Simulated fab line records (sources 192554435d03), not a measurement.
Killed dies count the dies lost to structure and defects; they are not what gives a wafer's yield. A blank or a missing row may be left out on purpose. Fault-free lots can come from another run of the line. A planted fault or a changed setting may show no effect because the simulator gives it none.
Struck lot and sound lot, side by side + flow n5_finfet + 40 out of 1938 route steps
Sound: wafers L945.4, L945.5, L945.6. Struck: wafers L952.4, L952.5, L952.6. The cause is given at the end.
Each step with rows lists, per side, the tool, then ch with its chambers, then its first start. Under that, the readings that differ: sound wafers + struck wafers + difference of the means + sigmas: that difference in standard deviations of wafers without a fault.
alike: readings whose means differ by less than 2 such deviations, and words and numbers that are the same on both sides. not compared: withheld readings, readings that some wafer has no value for, bounds like >300 that may hide the same value, and numbers for which the record gives no deviation and whose values overlap.
The two part at a step that has a row with sigmas, a row that says differs or no value, or rows on one side only. Numbers that don't overlap but have no deviation are shown without sigmas and don't part them. A reading that every wafer of one side lacks parts them only if that side has two wafers or more.

first, 10 steps without rows for these wafers: N5_DUMMY_GATE_ETCH_32 (etches SiO2 in CF4, target depth 3.5 nm, time 3.9 s); N5_DUMMY_GATE_ETCH_23 (etches poly-Si in HBr/Cl2/O2, target depth 41 nm, time 22.3 s); N5_DUMMY_GATE_ETCH_44 (etches poly-Si in HBr/O2, stops on SiO2, target depth 127.5 nm); N5_DUMMY_GATE_ETCH_42 (etches SiO2 in CHF3/O2, target depth 3.5 nm, time 31 s); N5_DUMMY_GATE_STRIP_48 (strips in N2/H2, time 20 s); N5_DUMMY_GATE_PRECLEAN_33 (cleans in dHF, time 10 s); N5_DUMMY_GATE_PRECLEAN_25 (cleans in O3/DIW, time 45 s); N5_DUMMY_GATE_PRECLEAN_51 (cleans in SC2, time 45 s); N5_DUMMY_GATE_SRD_26 (time 30 s); N5_DUMMY_GATE_UV_OZONE_45 (time 120 s).
N5_SPACER0_ALD_07: deposits SiNx, target thk 2 nm.
  sound on ald_sin-01 ch 0,1,2, day 4 10:22; struck on ald_sin-01 ch 1,2, day 6 09:55
  alike: chamber_pressure_Torr, heater_power_w
then, 2 steps without rows for these wafers: N5_SPACER0_ALD_00 (deposits SiOCN, target thk 3.5 nm, pulse time 3 s, purge time 2 s); N5_SPACER0_ALD_08 (deposits SiNx, target thk 2 nm).
N5_SPACER0_INSPECT_04: inspects for defects (darkfield).
  sound on defect_inspect-02, day 4 10:56; struck on defect_inspect-02, day 6 10:29
| reading          | sound      | struck         | difference | sigmas |
|------------------|------------|----------------|------------|--------|
| raw_defect_count | 100 96 114 | 1088 1065 1068 | +970       | +26    |
then, 8 steps without rows for these wafers: N5_SD_EPI_N_COAT_32 (time 60 s, resist thk 350 nm); N5_SD_EPI_N_COAT_33 (time 60 s, resist thk 35 nm); N5_SD_EPI_N_COAT_03 (resist thk 150 nm); N5_SD_EPI_N_EBR_05; N5_SD_EPI_N_SOFTBAKE_04 (time 60 s); N5_SD_EPI_N_EXPOSE_06 (exposes mask SD N BLK, target cd 120 nm); N5_SD_EPI_N_PEB_07 (peb time 60 s); N5_SD_EPI_N_DEVELOP_08 (develop time 30 s).
N5_SD_EPI_N_INSPECT_11: inspects for defects (macro).
  sound on defect_inspect-02, day 4 11:16; struck on defect_inspect-02, day 6 10:56
| reading          | sound | struck         | difference | sigmas |
|------------------|-------|----------------|------------|--------|
| raw_defect_count | 2 4 1 | >300 >300 >300 | differs    |        |
then, 15 steps without rows for these wafers: N5_SD_EPI_N_DESCUM_14 (chemistry O2, time 7.9 s); N5_SD_EPI_N_ETCH_34 (etches SiARC in CF4, target depth 45.5 nm, time 75.8 s); N5_SD_EPI_N_ETCH_35 (etches SOC in N2/H2, overetch 108 nm, time 486 s); N5_SD_EPI_N_STRIP_36 (strips in N2/H2); N5_SD_EPI_N_ETCHBACK_44 (etches SiNx in CH3F/O2, stops on SiO2, target depth 14.5 nm); N5_SD_EPI_N_ETCH_45 (etches SiOCN in CH3F/O2, target depth 6 nm); N5_SD_EPI_N_ETCH_16 (etches SiO2 in CHF3/O2, target depth 5 nm); N5_SD_EPI_N_STRIP_47 (strips in CHF3/O2); N5_SD_EPI_N_SD_RECESS_17 (chemistry HBr/Cl2/O2, target depth 41 nm, time 23.7 s, bt time 3 s); N5_SD_EPI_N_STRIP_38 (strips in N2/H2); N5_SD_EPI_N_WET_ETCH_43 (etches SiO2 in dHF, time 14 s, target depth 1.5 nm); N5_SD_EPI_N_STRIP_18 (strips in SPM, time 750 s); N5_SD_EPI_N_SRD_20 (time 30 s); N5_SD_EPI_N_PRECLEAN_48 (cleans in NF3:NH3, afs cycles 2, time 20 s, sublimation time 60 s); N5_SD_EPI_N_VAPOR_ETCH_50 (etches Si in HCl, time 54 s).
N5_SD_EPI_N_INSPECT_26: inspects for defects (darkfield).
  sound on defect_inspect-01, day 4 17:23; struck on defect_inspect-01, day 6 15:51
| reading          | sound       | struck         | difference | sigmas |
|------------------|-------------|----------------|------------|--------|
| raw_defect_count | 169 200 216 | 1222 1202 1145 | +995       | +20    |
-- here the record skips 9 days between the struck wafers' starts before and after, leaving off in module SD_EPI_N and picking up in module PASSIVATION (first step shown: number 1936 of the route) --
N5_PASSIVATION_PROBE_49:
  sound on prober-01, day 14 03:05; struck on prober-02, day 15 13:52
| reading             | sound      | struck      | difference | sigmas |
|---------------------|------------|-------------|------------|--------|
| killed_at_front_end | 29 27 24   | 120 79 127  | +82        | +6     |
| killed_dies         | 106 111 95 | 189 136 162 | +58        | +3     |
| killed_on_rim       | 14 12 8    | 34 30 21    | +17        | +4     |
  alike: killed_at_M0_to_M3, killed_at_M4_up, killed_at_contacts, killed_at_other, killed_open, killed_short

== WHERE THEY PART ==
First at N5_SPACER0_INSPECT_04; last, within this record, at N5_PASSIVATION_PROBE_49.

WHY: what the simulator had put in
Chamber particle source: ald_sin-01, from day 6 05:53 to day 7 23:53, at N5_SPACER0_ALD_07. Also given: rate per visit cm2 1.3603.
